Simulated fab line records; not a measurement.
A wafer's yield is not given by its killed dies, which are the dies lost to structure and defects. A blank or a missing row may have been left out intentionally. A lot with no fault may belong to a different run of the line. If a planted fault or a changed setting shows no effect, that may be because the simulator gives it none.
2 desks looking at one fault :: flow n5Finfet :: every desk sees just its own numbers, and what lay behind them comes last

== THE METROLOGY DESK ==
What the gauges read for every lot (on any tool): the sampled wafers with a number, averaged. Marked OUT: a lot whose mean sits more than 4 standard deviations from the usual mean, which makes it out of limits; the brackets give that distance. Readings shown: 7 of its 12, picked as those furthest out on some lot.
Columns: A = cdNm at N5_BEOL_M0_SAQP_CD_MEAS_25, usual 12.75 nm; B = DIBL_N at N5_BEOL_M4_RC_MEAS_101, usual 36.5 mV/V; C = IOFF_N at N5_BEOL_M4_RC_MEAS_101, usual 0.16 nA/um; D = IOFF_P at N5_BEOL_M4_RC_MEAS_101, usual 0.21 nA/um; E = ION_N at N5_BEOL_M4_RC_MEAS_101, usual 672 uA/um; F = VT_N at N5_BEOL_M4_RC_MEAS_101, usual 250 mV; G = VT_P at N5_BEOL_M4_RC_MEAS_101, usual -250.5 mV
lot: L133
first seen here: day 7 06:04
A: 12.68
B: 37.3
C: 0.16
D: 0.21
E: 672
F: 250
G: -249.6

lot: L135
first seen here: day 7 20:05
A: 13.16
B: 35.7
C: 0.15
D: 0.19
E: 673
F: 251
G: -250.9

lot: L136
first seen here: day 8 01:37
A: 12.64
B: 33.3
C: 0.11
D: 0.17
E: 651
F: 256
G: -252.3

lot: L144
first seen here: day 10 01:40
A: 12.62
B: 36.7
C: 0.15
D: 0.23
E: 679
F: 249
G: -247.3

lot: L146
first seen here: day 10 15:15
A: 12.81
B: 38.2
C: 0.17
D: 0.23
E: 674
F: 248
G: -251.8

lot: L148
first seen here: day 11 04:56
A: 12.78
B: 37.8
C: 0.22
D: 0.27
E: 679
F: 246
G: -245.0
Finding of this desk: none of the 6 lots has anything out of limits.

== TOOL OWNER'S DESK, rieDiel-04 ==
The tool's own readings at N5_BEOL_M0_SAQP_ETCH_84 (etches SOC in N2/H2, target depth 100 nm, overetch 20 nm, time 150 s): means of the sampled wafers that have a number, for each lot that ran on this tool. Marked OUT: a lot whose mean sits more than 4 standard deviations from the usual mean, which makes it out of limits; the brackets give that distance.
Columns: A = drypumpMotorCurrentA at N5_BEOL_M0_SAQP_ETCH_84, usual 5.8 A; B = n2FlowSccm at N5_BEOL_M0_SAQP_ETCH_84, usual 200.1 sccm; C = oesProductAu at N5_BEOL_M0_SAQP_ETCH_84, usual 0.67 a.u.; D = rfVppV at N5_BEOL_M0_SAQP_ETCH_84, usual 523.5 V; E = showerheadPlenumPTorr at N5_BEOL_M0_SAQP_ETCH_84, usual 2.53 Torr; F = throttleValvePct at N5_BEOL_M0_SAQP_ETCH_84, usual 17.8 %
lot: L133
first seen here: day 7 04:22
A: 5.5
B: 199.7
C: 0.71
D: 521.8
E: 2.46
F: 17.6

lot: L135
first seen here: day 7 18:28
A: 5.8
B: 199.5
C: 0.67
D: 522.0
E: 2.47
F: 17.7

lot: L144
first seen here: day 10 00:11
A: 5.8
B: 200.2
C: 0.61
D: 523.1
E: 2.52
F: 17.6

lot: L145
first seen here: day 10 05:06
A: 5.7
B: 200.4
C: 0.57
D: 524.0
E: 2.52
F: 17.6

lot: L146
first seen here: day 10 13:45
A: 6.1
B: 199.6
C: 0.62
D: 521.6
E: 2.45
F: 17.8
Finding of this desk: none of the 5 lots has anything out of limits.

== BROUGHT TOGETHER ==
From the metrology desk's view, nothing was out of limits.
The desk of the tool owner found nothing out of limits.

== WHAT HAD BEEN PUT IN BY THE SIMULATOR ==
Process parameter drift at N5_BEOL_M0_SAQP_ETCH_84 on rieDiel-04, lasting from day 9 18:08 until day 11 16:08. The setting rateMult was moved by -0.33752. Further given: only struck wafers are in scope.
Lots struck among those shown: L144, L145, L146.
